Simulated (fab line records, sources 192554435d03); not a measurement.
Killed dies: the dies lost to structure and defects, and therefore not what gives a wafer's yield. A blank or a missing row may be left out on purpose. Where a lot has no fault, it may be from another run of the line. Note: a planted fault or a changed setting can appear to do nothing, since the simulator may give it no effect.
One fault seen from 2 desks ; flow n5-finfet ; numbers are kept per desk, each desk with only its own; the story behind them comes last

== FOR THE TOOL OWNER'S DESK: pvd-sputter-02 ==
The tool's own readings at N5_BEOL_M0_SAQP_HM_DEP_02 (deposits TiN, target thk 12 nm): means of the sampled wafers that have a number, for each lot that ran on this tool. If a lot's mean is further than 4 standard deviations from the usual mean, the lot is out of limits and carries the mark OUT (the distance appears in the brackets).
Columns: A = chamber-pressure-pa at N5_BEOL_M0_SAQP_HM_DEP_02, usual 0.5001 Pa; B = substrate-temp-c at N5_BEOL_M0_SAQP_HM_DEP_02, usual 24.99 C; C = throttle-valve-pct at N5_BEOL_M0_SAQP_HM_DEP_02, usual 30.2 %
lot;first seen here;A;B;C
L906;day 6 09:59;0.5005;25.08;29.4
L920;day 9 19:57;0.4995;24.95;29.7
L924;day 10 18:29;0.4998;24.96;29.4
Finding of this desk: none of the 3 lots has anything out of limits.

== FROM THE METROLOGY DESK ==
What the gauges read for every lot (on any tool): the sampled wafers with a number, averaged. If a lot's mean is further than 4 standard deviations from the usual mean, the lot is out of limits and carries the mark OUT (the distance appears in the brackets). Only the readings that lie furthest out on some lot appear, 7 of the 10 it has.
Columns: A = DIBL_N at N5_BEOL_M4_RC_MEAS_101, usual 36.3 mV/V; B = DIBL_P at N5_BEOL_M4_RC_MEAS_101, usual 36.2 mV/V; C = IOFF_P at N5_BEOL_M4_RC_MEAS_101, usual 0.21 nA/um; D = ION_N at N5_BEOL_M4_RC_MEAS_101, usual 677 uA/um; E = ION_P at N5_BEOL_M4_RC_MEAS_101, usual 465 uA/um; F = SS_P at N5_BEOL_M4_RC_MEAS_101, usual 73.3 mV/dec; G = VT_P at N5_BEOL_M4_RC_MEAS_101, usual -250 mV
lot;first seen here;A;B;C;D;E;F;G
L905;day 8 04:13;34.0;33.8;0.17;670;458;72.5;-255
L906;day 9 01:31;38.1;36.7;0.25;680;468;73.2;-245
L911;day 10 06:52;35.6;34.2;0.22;661;460;72.5;-248
L920;day 12 12:45;34.3;35.4;0.19;670;465;72.7;-252
L924;day 13 12:34;34.4;34.6;0.19;665;462;73.0;-250
L925;day 13 18:03;36.1;34.9;0.21;683;464;73.5;-249
L926;day 13 21:29;36.0;35.8;0.17;673;454;73.5;-255
Finding of this desk: none of the 7 lots has anything out of limits.

== ALL TOGETHER ==
The desk of the tool owner found nothing out of limits.
Nothing out of limits was seen by the metrology desk.

== WHAT THE SIMULATOR HAD INSERTED ==
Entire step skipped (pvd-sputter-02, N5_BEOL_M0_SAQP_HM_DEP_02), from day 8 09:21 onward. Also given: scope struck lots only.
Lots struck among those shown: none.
